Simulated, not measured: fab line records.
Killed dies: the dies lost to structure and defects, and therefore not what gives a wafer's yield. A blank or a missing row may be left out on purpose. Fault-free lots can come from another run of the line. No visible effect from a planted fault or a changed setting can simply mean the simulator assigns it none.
A struck lot beside a sound one / flow nand_harc / 15 out of 1302 route steps
Sound: the wafers L480.1, L480.3, L480.6. Wafers L474.1, L474.4, L474.5 were the ones struck. Last of all comes the cause.
At each step with rows: each side's tool, then ch and its chambers, then its first start. Under that, the readings that differ: sound wafers / struck wafers / difference of the means / sigmas: that difference in standard deviations of wafers without a fault.
alike: same words and numbers on both sides, and readings whose means sit less than 2 such deviations apart. not compared: any withheld reading, any reading some wafer has no value for, any bound like >300 that may hide the same value, and any number with overlapping values for which the record gives no deviation.
The two part at a step that has a row with sigmas, a row that says differs or no value, or rows on one side only. Numbers that don't overlap but have no deviation are shown without sigmas and don't part them. A reading that every wafer of one side lacks parts them only if that side has two wafers or more.

first, 5 steps without rows for these wafers: NHARC_P_GATE_SOFTBAKE_86 (time 95 s); NHARC_P_GATE_EBR_87; NHARC_P_GATE_EXPOSE_88 (exposes mask P HVN, target cd 2000 nm); NHARC_P_GATE_PEB_89 (peb time 85 s); NHARC_P_GATE_DEVELOP_90 (time 70 s).
NHARC_P_GATE_CD_MEAS_91: target cd 2000 nm.
  sound on cd_sem-03 ch 0, day 8 23:47; struck on cd_sem-03 ch 0, day 6 09:58
  alike: cd_nm
then, 1 step without rows for these wafers: NHARC_P_GATE_HARDBAKE_92 (time 80 s).
NHARC_P_GATE_DESCUM_93: chemistry O2, time 3 s.
  sound on rie_diel-12 ch 0,2,3, day 8 23:57; struck on rie_diel-03 ch 0,1,3, day 6 10:07
  alike: drypump_motor_current_A, oes_product_au, rf_vpp_V, showerhead_plenum_p_Torr, throttle_valve_pct
  not compared: rf_hours_counter_h
after that, 1 step had no rows for these wafers: NHARC_P_GATE_IMPLANT_94.
NHARC_P_GATE_STRIP_113: strips in N2/H2, time 740 s.
  sound on plasma_asher-01 ch 0,1, day 9 00:26; struck on plasma_asher-02 ch 0,1, day 6 10:30
  alike: drypump_motor_current_A, heater_power_w
  not compared: rf_hours_counter_h
NHARC_P_GATE_STRIP_95: strips in O2.
  sound on plasma_asher-01 ch 0,1, day 9 01:03; struck on plasma_asher-02 ch 0,1, day 6 11:13
  alike: drypump_motor_current_A, heater_power_w
  not compared: rf_hours_counter_h
then, 1 step without rows for these wafers: NHARC_P_GATE_STRIP_96 (strips in SPM, time 900 s).
NHARC_P_GATE_RTA_64: time 1 s.
  sound on rtp_anneal-01 ch 0, day 9 01:36; struck on rtp_anneal-01, day 6 11:47
  no value came back on the struck wafers for anneal_temp_c_max, lamp_power_pct (%), lamp_zone_3_pct (%), wafer_temp_C_max; on the sound wafers anneal_temp_c_max reads 1056.0 1058.2 1057.2
then, 1 step without rows for these wafers: NHARC_P_GATE_ETCH_77 (etches SiO2 in dHF, target depth 6 nm).
-- break in the record here, with 19 days between the starts of the struck wafers on either side (left off in module P_GATE, picked up again in module END, where the first step shown is number 1302 on the route) --
NHARC_END_SORT_01:
  at this point the record logs the struck wafers (prober-01 ch 0, day 25 09:07) and has no rows for the sound ones

## WHERE THEY PART
Earliest at NHARC_P_GATE_RTA_64; latest, in this record, at NHARC_END_SORT_01.

WHY: what had been put in by the simulator
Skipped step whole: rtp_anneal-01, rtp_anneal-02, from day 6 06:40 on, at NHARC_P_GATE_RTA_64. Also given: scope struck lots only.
